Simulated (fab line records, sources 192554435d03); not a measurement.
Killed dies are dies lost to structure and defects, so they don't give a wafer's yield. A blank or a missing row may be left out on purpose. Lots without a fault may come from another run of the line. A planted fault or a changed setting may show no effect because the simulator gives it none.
Split-lot experiment | flow n5_finfet | 7 lots, 21 wafers read, on a route of 1938 steps

THE SPLIT
At N5_BEOL_M0_SAQP_COAT_82 (time 60 s, resist thk 30 nm), the setting spin_rpm was moved away from the recipe's 1500 rpm on 6 of the 21 wafers read, by -7.8% to +9.6%. The other wafers ran this setting at the recipe's value.

FROM THE SPLIT TO THE READING: what the file shows between them, 6 steps
- N5_BEOL_M0_SAQP_COAT_08: resist thk 90 nm
- N5_BEOL_M0_SAQP_EBR_10
- N5_BEOL_M0_SAQP_DESCUM_19: chemistry O2, time 7.9 s
- N5_BEOL_M0_SAQP_ETCH_83: etches SiARC in CF4, target depth 39 nm, time 65 s
- N5_BEOL_M0_SAQP_ETCH_84: etches SOC in N2/H2, target depth 100 nm, overetch 20 nm, time 150 s
- N5_BEOL_M0_SAQP_STRIP_80: strips in N2/H2

THE READING
SiARC_of_BEOL_M0_SAQP_COAT_82.thk_nm (the simulator's own value, which no gauge read), in nm, at N5_BEOL_M0_SAQP_HM_OPEN_112 (chemistry CHF3/O2, target SiO2, stops on a-Si, target depth 12 nm, time 13.5 s). The file gives no usual value for it. The 15 wafers here that ran the recipe average 5.0 nm, standard deviation 0.49 nm.

wafer  | tool, chamber at the split | spin_rpm as run, rpm | against the recipe | SiARC_of_BEOL_M0_SAQP_COAT_82.thk_nm, nm | against lot-mates on the recipe
L081.1 | litho_track-04, 0          | 1500                 | recipe             | 4.6                                      | -
L081.3 | litho_track-04, 0          | 1625                 | +8.3%              | 3.8                                      | -1.0
L081.6 | litho_track-04, 0          | 1500                 | recipe             | 5                                        | -
L086.2 | litho_track-04, 0          | 1500                 | recipe             | 4.6                                      | -
L086.5 | litho_track-04, 0          | 1500                 | recipe             | 4.8                                      | -
L086.6 | litho_track-04, 0          | 1500                 | recipe             | 5                                        | -
L087.3 | litho_track-02, 0          | 1500                 | recipe             | 5.4                                      | -
L087.4 | litho_track-02, 0          | 1644                 | +9.6%              | 3.6                                      | -1.1
L087.5 | litho_track-02, 0          | 1500                 | recipe             | 4                                        | -
L093.1 | litho_track-04, 0          | 1500                 | recipe             | 4.6                                      | -
L093.3 | litho_track-04, 0          | 1500                 | recipe             | 5                                        | -
L093.4 | litho_track-04, 0          | 1383                 | -7.8%              | 5.6                                      | +0.8
L094.2 | litho_track-04, 0          | 1500                 | recipe             | 5.6                                      | -
L094.3 | litho_track-04, 0          | 1500                 | recipe             | 5.6                                      | -
L094.4 | litho_track-04, 0          | 1500                 | recipe             | 6                                        | -
L095.1 | litho_track-03, 0          | 1500                 | recipe             | 4.6                                      | -
L095.3 | litho_track-03, 0          | 1625                 | +8.3%              | 3.2                                      | -1.5
L095.4 | litho_track-03, 0          | 1500                 | recipe             | 4.8                                      | -
L097.1 | litho_track-04, 0          | 1500                 | recipe             | 5                                        | -
L097.2 | litho_track-04, 0          | 1618                 | +7.9%              | 3.8                                      | -1.2
L097.4 | litho_track-04, 0          | 1618                 | +7.9%              | 4                                        | -1.0

THE FIT
A straight line over all 21 wafers: SiARC_of_BEOL_M0_SAQP_COAT_82.thk_nm changes by -0.139 nm for each +1% of spin_rpm; r = -0.79; the points scatter about the line by 0.47 nm.
The same after taking each lot's own level away (the mean of its wafers on the recipe; 21 wafers): -0.13 nm for each +1%; r = -0.89; scatter 0.29 nm.
On that fit, the largest move of spin_rpm shifts the reading by 1.2 nm.
The lots' own levels span 4.70 to 5.73 nm, that is 2.1 times the standard deviation above.
So the lot-to-lot level blurs the effect unless lot-mates are compared.
Check: with one of the wafers moved furthest among these (+9.6%) left out of the fit, the line predicts -1.32 nm for it against its lot-mates. It came out at -1.1 nm against them.

OTHER SPLITS ON THESE WAFERS
These wafers also went through other splits before the reading. Each is held against what the fit with the lots' levels taken away leaves over:
other split on the same wafers         | wafers away from the commonest value | r with SiARC_of_BEOL_M0_SAQP_COAT_82.thk_nm (lot level and that fit taken away)
N5_MOL_CONTACT_COAG_EXPOSE_05 dose_mj  | 8                                    | -0.06
N5_BEOL_M0_SAQP_HM_DEP_02 target_thk_a | 5                                    | +0.37

THE WHOLE CHAIN: every reading that the file lists as answering this split, in the file's order
step                        | what it does                                                                   | reading                                                                                 | change (the file's fit)               | r (the file's)
N5_BEOL_M0_SAQP_COAT_82     | time 60 s, resist thk 30 nm                                                    | SiARC_of_BEOL_M0_SAQP_COAT_82.thk_nm (the simulator's own value, which no gauge read)   | -0.136 nm for each +1% of the setting | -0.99
N5_BEOL_M0_SAQP_ETCH_83     | etches SiARC in CF4, target depth 39 nm, time 65 s                             | etch.depth_nm (the simulator's own value, which no gauge read)                          | -0.143 nm for each +1% of the setting | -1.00
N5_BEOL_M0_SAQP_ETCH_83     | etches SiARC in CF4, target depth 39 nm, time 65 s                             | CAR-ArF_of_BEOL_M0_SAQP_COAT_08.thk_nm (the simulator's own value, which no gauge read) | +0.13 nm for each +1% of the setting  | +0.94
N5_BEOL_M0_SAQP_HM_OPEN_112 | chemistry CHF3/O2, target SiO2, stops on a-Si, target depth 12 nm, time 13.5 s | SiARC_of_BEOL_M0_SAQP_COAT_82.thk_nm (the simulator's own value, which no gauge read)   | -0.131 nm for each +1% of the setting | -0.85

THE FILE'S OWN FIT
SiARC_of_BEOL_M0_SAQP_COAT_82.thk_nm changes by -0.131 nm for each +1% of spin_rpm, r = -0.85.
